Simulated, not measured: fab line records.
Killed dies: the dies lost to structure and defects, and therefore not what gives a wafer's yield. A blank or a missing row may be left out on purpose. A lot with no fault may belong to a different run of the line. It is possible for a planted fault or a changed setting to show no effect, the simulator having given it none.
Which of the tools did it?    flow nand harc    Sampling: 15 lots, 45 wafers, 4 of 1159 route steps

## WHAT THE GAUGES SHOWED, per wafer
NHARC_P_M0_CD_MEAS_16. Usual: 89.9 nm for cd nm, sd 0.84.
lot   measured      on         cd nm (nm)      flag
L681  day 5 23:47   cd sem-03  89.3 90.3 90.7  
L684  day 6 16:38   cd sem-01  89.1 91.0 89.5  
L683  day 6 17:12   cd sem-03  89.5 89.5 90.6  
L685  day 7 02:58   cd sem-02  90.5 91.0 90.3  
L687  day 7 08:04   cd sem-03  89.8 89.7 90.9  
L686  day 7 08:44   cd sem-03  88.8 89.6 89.9  
L692  day 9 02:45   cd sem-01  90.1 90.7 89.8  
L691  day 9 05:51   cd sem-01  88.6 89.8 90.2  
L695  day 9 12:31   cd sem-02  88.8 88.9 89.0  
L696  day 10 03:07  cd sem-01  90.2 89.9 91.4  
L697  day 10 03:30  cd sem-03  90.6 90.8 89.3  
L699  day 10 10:35  cd sem-02  89.6 89.7 89.2  
L700  day 10 20:56  cd sem-01  89.8 91.2 90.9  
L703  day 11 05:35  cd sem-01  90.8 90.2 90.9  
L702  day 11 06:59  cd sem-03  89.8 90.3 88.8  

NHARC_P_M0_INSPECT_27. Usual: 290 for raw defect count, sd 120.
lot   measured      on                 raw defect count  flag
L681  day 6 01:57   defect inspect-01  568 929 295       
L684  day 6 18:48   defect inspect-02  258 487 512       
L683  day 6 19:29   defect inspect-02  296 174 278       
L685  day 7 05:08   defect inspect-02  192 222 238       
L687  day 7 10:14   defect inspect-02  160 276 141       
L686  day 7 10:56   defect inspect-01  269 252 259       
L692  day 9 04:55   defect inspect-01  144 152 86        
L691  day 9 08:05   defect inspect-02  393 293 219       
L695  day 9 14:49   defect inspect-01  230 261 228       
L696  day 10 05:27  defect inspect-01  569 241 323       
L697  day 10 05:41  defect inspect-01  200 316 249       
L699  day 10 12:47  defect inspect-01  367 383 244       
L700  day 10 23:06  defect inspect-01  244 247 179       
L703  day 11 07:46  defect inspect-02  206 272 157       
L702  day 11 09:13  defect inspect-01  160 295 236       

## WHAT TOOL EACH LOT RAN ON (gives the tool, then ch and the chambers of the sampled wafers, and finally the start)
lot   NHARC_P_M0_PRE_CLEAN_29                  NHARC_P_M0_PVD_20
L681  pvd sputter-02, day 6 00:30 or earlier   pvd sputter-02, day 6 00:30
L684  pvd sputter-01, day 6 17:22 or earlier   pvd sputter-01, day 6 17:22
L683  pvd sputter-02, day 6 17:56 or earlier   pvd sputter-02, day 6 17:56
L685  pvd sputter-02, day 7 03:41 or earlier   pvd sputter-02, day 7 03:41
L687  pvd sputter-01, day 7 08:47 or earlier   pvd sputter-01, day 7 08:47
L686  pvd sputter-02, day 7 09:29 or earlier   pvd sputter-02, day 7 09:29
L692  pvd sputter-03, day 9 03:29 or earlier   pvd sputter-03, day 9 03:29
L691  pvd sputter-03, day 9 06:35 or earlier   pvd sputter-03, day 9 06:35
L695  pvd sputter-02, day 9 13:17 or earlier   pvd sputter-02, day 9 13:17
L696  pvd sputter-03, day 10 03:52 or earlier  pvd sputter-03, day 10 03:52
L697  pvd sputter-01, day 10 04:14 or earlier  pvd sputter-01, day 10 04:14
L699  pvd sputter-02, day 10 11:20 or earlier  pvd sputter-02, day 10 11:20
L700  pvd sputter-03, day 10 21:40 or earlier  pvd sputter-03, day 10 21:40
L703  pvd sputter-03, day 11 06:20 or earlier  pvd sputter-03, day 11 06:20
L702  pvd sputter-02, day 11 07:44 or earlier  pvd sputter-02, day 11 07:44
- NHARC_P_M0_PRE_CLEAN_29: time 30 s.
- NHARC_P_M0_PVD_20: deposits TaN, target thk 5 nm, time 8.06 s.

## WHAT THE TOOLS THEMSELVES READ (means of the sampled wafers that have a number; where no wafer has one, the mark that the record gives instead)
NHARC_P_M0_PRE_CLEAN_29. Usual: 381 W for heater power w, sd 28.
lot   tool            heater power w (W)  flag
L681  pvd sputter-02  366                 
L684  pvd sputter-01  421                 
L683  pvd sputter-02  371                 
L685  pvd sputter-02  380                 
L687  pvd sputter-01  398                 
L686  pvd sputter-02  386                 
L692  pvd sputter-03  382                 
L691  pvd sputter-03  347                 
L695  pvd sputter-02  382                 
L696  pvd sputter-03  381                 
L697  pvd sputter-01  409                 
L699  pvd sputter-02  374                 
L700  pvd sputter-03  374                 
L703  pvd sputter-03  384                 
L702  pvd sputter-02  373                 

NHARC_P_M0_PVD_20. Usual: bias v 168.5 V, standard deviation 1.7; cathode dc power W 15000 W, standard deviation 3; throttle valve pct 29.7 %, standard deviation 0.84.
lot   tool            bias v (V)  cathode dc power W (W)  throttle valve pct (%)  flag
L681  pvd sputter-02  167.2       14997                   29.4                    
L684  pvd sputter-01  169.2       15000                   30.0                    
L683  pvd sputter-02  168.1       14997                   29.5                    
L685  pvd sputter-02  167.7       14999                   29.3                    
L687  pvd sputter-01  168.8       14999                   30.2                    
L686  pvd sputter-02  165.7       14998                   29.3                    
L692  pvd sputter-03  169.4       14999                   28.5                    
L691  pvd sputter-03  167.3       14998                   29.2                    
L695  pvd sputter-02  169.1       15003                   29.5                    
L696  pvd sputter-03  166.7       15000                   30.2                    
L697  pvd sputter-01  -           -                       -                       OFF
L699  pvd sputter-02  -           -                       -                       OFF
L700  pvd sputter-03  -           -                       -                       OFF
L703  pvd sputter-03  168.7       15000                   29.9                    
L702  pvd sputter-02  168.7       15000                   29.9                    

## THE ANSWER, worked out from the rows above alone
Rule: lot off if the mean of its wafers having a number is beyond 3 standard deviations from the usual mean. A lot without any number at a reading at which 4 lots or more have one is off too. The other lots that the step has rows for count as sound. The gauges are gone through in route order, then the tools' own readings, and for those a lot's mean is taken as printed above. At the first step where some lot is off, the reading lying furthest off is the one used; lots without a number count as furthest.
Off, at NHARC_P_M0_PVD_20 on bias v: L697, L699, L700. Without a number there: L697, L699, L700.
If a tool, at that step or one of the process steps before it, ran each lot that is off and ran no sound lot following the first of them, it fits. NHARC_P_M0_PRE_CLEAN_29 gives no start for some lots, so the hours and the order of its lots are those of NHARC_P_M0_PVD_20. Not one of the candidates tried fits.

## WHAT THE SIMULATOR HAD INSERTED
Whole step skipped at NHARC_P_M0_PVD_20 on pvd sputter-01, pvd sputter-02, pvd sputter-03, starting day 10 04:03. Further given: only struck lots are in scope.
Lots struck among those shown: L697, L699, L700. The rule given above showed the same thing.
